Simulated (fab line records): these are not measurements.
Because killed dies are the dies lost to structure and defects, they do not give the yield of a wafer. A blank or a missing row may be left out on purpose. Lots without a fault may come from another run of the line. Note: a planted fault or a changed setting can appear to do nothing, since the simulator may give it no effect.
Commonality check across tools + flow nand harc + Sample size 2 lots and 6 wafers

WHY IT WAS OPENED
Flagged at NHARC_END_SORT_01: reading killed at array, on 2 of 2 lots. Fault-free wafers read 52, with a standard deviation of 16.
Rule: a lot is flagged in two cases, either no wafer of it has a number, or all its wafers with numbers fall more than 4 standard deviations from that mean. The other lots count as sound.

| lot  | measured     | on        | killed at array, wafer by wafer | flag    |
|------|--------------|-----------|---------------------------------|---------|
| L265 | day 32 17:29 | prober-01 | 671 674 670                     | FLAGGED |
| L263 | day 33 09:09 | prober-01 | 671 674 671                     | FLAGGED |
The numbers of the flagged lots are 672 on average: +620 against the usual, or +39 standard deviations.

LOT BY LOT: THE TOOL USED
Before the reading, the record contains 4 process steps out of a 1302-step route. Read each cell as the tool, then ch plus the chambers that the sampled wafers visited, then the start.
| lot  | flag    | NHARC_A_CHANNEL_FILL_D2_CVD_18   | NHARC_THIN_TSV_ETCH_15 | NHARC_THIN_TSV_ETCHBACK_48 | NHARC_THIN_TSV_PRE_CLEAN_50 |
|------|---------|----------------------------------|------------------------|----------------------------|-----------------------------|
| L265 | FLAGGED | lpcvd poly-02 ch 0, day 22 22:59 | no row                 | no row                     | no row                      |
| L263 | FLAGGED | lpcvd poly-02 ch 0, day 23 11:40 | no row                 | no row                     | no row                      |
These steps, and what they do:
- NHARC_A_CHANNEL_FILL_D2_CVD_18: deposits poly-Si, target thk 3 nm.
- NHARC_THIN_TSV_ETCH_15: target depth 3000 nm, bosch target overetch cycles 2, bosch etch step 2.8 s.
- NHARC_THIN_TSV_ETCHBACK_48: etches the open film in C4F8/Ar, target depth 1028.5 nm, time 405.17 s.
- NHARC_THIN_TSV_PRE_CLEAN_50: time 30 s.
- NHARC_END_SORT_01

FLAGGED OVER TOTAL, TOOL BY TOOL (the gauges that took the reading come last)
| step                           | tool          | lots run | flagged | share of the flagged lots | sound lots run after its first flagged lot |
|--------------------------------|---------------|----------|---------|---------------------------|--------------------------------------------|
| NHARC_A_CHANNEL_FILL_D2_CVD_18 | lpcvd poly-02 | 2        | 2       | all                       | 0                                          |
| NHARC_END_SORT_01              | prober-01     | 2        | 2       | all                       | 0                                          |

THE TABLE: WHAT IT ALLOWS
lpcvd poly-02 at NHARC_A_CHANNEL_FILL_D2_CVD_18 and prober-01 at NHARC_END_SORT_01 are the 2 rows of the table that ran each flagged lot.
- lpcvd poly-02 at NHARC_A_CHANNEL_FILL_D2_CVD_18: 2 of its 2 lots flagged. No sound lot ran on it before its first flagged lot in this sample; the start therefore can't be narrowed down.
- prober-01 at NHARC_END_SORT_01: 2 of its 2 lots flagged. No sound lot ran on it before its first flagged lot in this sample; the start therefore can't be narrowed down.
A lot count leaves these 2 tools indistinguishable: every one of them fits a fault beginning at some hour. More lots, or a look at what each step does to the wafer, might.

WHAT THE SIMULATOR PUT IN
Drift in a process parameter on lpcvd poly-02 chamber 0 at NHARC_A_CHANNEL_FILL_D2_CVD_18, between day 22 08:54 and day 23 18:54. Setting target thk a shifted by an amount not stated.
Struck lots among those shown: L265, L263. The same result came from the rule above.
